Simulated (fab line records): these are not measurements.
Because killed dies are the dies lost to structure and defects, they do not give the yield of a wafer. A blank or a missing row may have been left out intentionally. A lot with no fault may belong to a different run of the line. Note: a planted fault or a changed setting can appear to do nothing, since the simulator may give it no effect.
Chamber matching / flow nand harc / NHARC_A_STAIRCASE_DESCUM_219 on rie diel-02: 4 sister chambers
The step chemistry O2, time 3 s. 4 wafers are shown with their chamber, then 8 later ones without.

== WAFERS, EACH WITH ITS CHAMBER ==
wafer=L082.1; chamber=1; showerhead plenum p Torr (Torr)=1.91
wafer=L083.2; chamber=0; showerhead plenum p Torr (Torr)=1.79
wafer=L083.5; chamber=3; showerhead plenum p Torr (Torr)=1.96
wafer=L089.4; chamber=2; showerhead plenum p Torr (Torr)=2.00

== WAFERS WITHOUT THEIR CHAMBER ==
wafer=L089.5; showerhead plenum p Torr (Torr)=1.91
wafer=L089.6; showerhead plenum p Torr (Torr)=1.78
wafer=L090.2; showerhead plenum p Torr (Torr)=2.00
wafer=L090.4; showerhead plenum p Torr (Torr)=1.95
wafer=L090.6; showerhead plenum p Torr (Torr)=1.78
wafer=L091.1; showerhead plenum p Torr (Torr)=1.91
wafer=L091.2; showerhead plenum p Torr (Torr)=2.00
wafer=L091.6; showerhead plenum p Torr (Torr)=1.91

== WHICH CHAMBER EACH WENT THROUGH ==
wafer=L089.5; from the rows above=1; in truth=1
wafer=L089.6; from the rows above=0; in truth=0
wafer=L090.2; from the rows above=2; in truth=2
wafer=L090.4; from the rows above=3; in truth=3
wafer=L090.6; from the rows above=0; in truth=0
wafer=L091.1; from the rows above=1; in truth=1
wafer=L091.2; from the rows above=2; in truth=2
wafer=L091.6; from the rows above=1; in truth=1
Placed correctly: 8 of 8. Left unplaced by these rows: 0. 0 placed wrongly.
How it was worked out, from the rows above alone: a wafer's distance from a chamber is the root of the sum, over the readings, of the square of ((its reading less the chamber's mean) divided by the reading's scatter). The wafer belongs to the nearest chamber; if the next one is less than 2 further off, it can't be placed. A chamber's mean is the mean of its shown wafers. The scatter: with one shown wafer a chamber, the root of the mean of the squares of how far each hidden wafer lies from its nearest shown one.
